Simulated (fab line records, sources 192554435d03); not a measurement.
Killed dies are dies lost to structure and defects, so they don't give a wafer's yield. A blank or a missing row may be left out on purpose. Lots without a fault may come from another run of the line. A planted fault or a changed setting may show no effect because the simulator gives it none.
Chamber matching | flow n5_finfet | N5_SPACER0_ALD_07 on ald_sin-01: 4 sister chambers
The step deposits SiNx, target thk 2 nm. 4 wafers are shown with their chamber, then 12 later ones without.

WAFERS WITH THEIR CHAMBER
wafer  | chamber | heater_power_w (W)
L086.5 | 3       | 956
L087.1 | 1       | 768
L087.4 | 2       | 983
L087.5 | 0       | 838

WAFERS WITHOUT THEIR CHAMBER
wafer  | heater_power_w (W)
L089.1 | 992
L089.4 | 824
L089.6 | 838
L090.2 | 945
L090.4 | 971
L090.5 | 964
L092.4 | 941
L092.5 | 776
L092.6 | 994
L093.1 | 973
L093.2 | 976
L093.6 | 991

WHICH CHAMBER EACH WENT THROUGH
wafer  | from the rows above     | in truth
L089.1 | 2                       | 2
L089.4 | 0                       | 0
L089.6 | 0                       | 0
L090.2 | 3                       | 3
L090.4 | can't be placed: 2 or 3 | 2
L090.5 | can't be placed: 3 or 2 | 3
L092.4 | 3                       | 3
L092.5 | 1                       | 1
L092.6 | 2                       | 2
L093.1 | can't be placed: 2 or 3 | 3
L093.2 | can't be placed: 2 or 3 | 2
L093.6 | 2                       | 2
Placed correctly: 8 of 12. Can't be placed from these rows: 4 (the true chamber is among the candidates in 4). Placed wrongly: 0.
How it was worked out, from the rows above alone: a wafer's distance from a chamber is the root of the sum, over the readings, of the square of ((its reading less the chamber's mean) divided by the reading's scatter). The wafer belongs to the nearest chamber; if the next one is less than 2 further off, it can't be placed. A chamber's mean is the mean of its shown wafers. The scatter: with one shown wafer a chamber, the root of the mean of the squares of how far each hidden wafer lies from its nearest shown one.
